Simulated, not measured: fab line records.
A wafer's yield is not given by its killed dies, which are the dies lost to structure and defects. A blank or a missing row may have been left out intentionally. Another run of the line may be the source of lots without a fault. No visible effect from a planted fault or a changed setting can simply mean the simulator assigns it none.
Matching of chambers ; flow nandHarc ; NHARC_P_BONDPAD_DESCUM_11 on rieDiel-04: 4 sister chambers
The step chemistry O2, time 3 s. 14 wafers are shown with their chamber, then 7 later ones without.

== WAFERS PAIRED WITH THEIR CHAMBERS ==
wafer;chamber;drypumpMotorCurrentA (A);showerheadPlenumPTorr (Torr);oesProductAu (a.u.)
L076.1;2;5.6;1.96;1.010
L076.3;1;4.6;1.93;1.008
L076.6;2;5.6;1.96;1.004
L080.1;1;4.7;1.93;1.007
L080.5;1;4.6;1.93;0.999
L080.6;2;5.6;1.96;1.017
L089.2;0;6.7;1.96;0.998
L089.4;1;4.7;1.92;1.003
L089.6;3;5.6;1.81;1.018
L090.1;0;6.7;1.95;1.000
L090.2;1;4.7;1.92;1.002
L090.4;2;5.6;1.95;1.002
L091.1;1;4.7;1.92;0.995
L091.3;0;6.7;1.95;1.000

SIGNATURES (averages over the wafers above)
reading;chamber 0;chamber 1;chamber 2;chamber 3;scatter within a chamber
drypumpMotorCurrentA;6.700;4.667;5.600;5.600;0.0365
showerheadPlenumPTorr;1.9533;1.9250;1.9575;1.8100;0.0054
oesProductAu;0.99933;1.00233;1.00825;1.01800;0.00509
Rule: a wafer's distance from a chamber is the root of the sum, over the readings, of the square of ((its reading less the chamber's mean) divided by the reading's scatter). The wafer belongs to the nearest chamber; if the next one is less than 2 further off, it can't be placed. The scatter: the root of (the sum of the squares of (reading less its chamber's mean) over the shown wafers, divided by (wafers less chambers)).

== WAFERS WITHOUT THEIR CHAMBER ==
wafer;drypumpMotorCurrentA (A);showerheadPlenumPTorr (Torr);oesProductAu (a.u.)
L091.5;5.6;1.80;1.032
L093.2;5.6;1.95;0.999
L093.3;5.6;1.80;1.011
L093.5;5.6;1.80;0.999
L096.1;6.7;1.95;0.997
L096.5;5.6;1.80;1.011
L096.6;5.6;1.95;1.004

== WHICH CHAMBER EACH ONE RAN IN ==
wafer;from the rows above;in truth
L091.5;3;3
L093.2;2;2
L093.3;3;3
L093.5;3;3
L096.1;0;0
L096.5;3;3
L096.6;2;2
7 of 7 placed correctly. Left unplaced by these rows: 0. 0 placed wrongly.
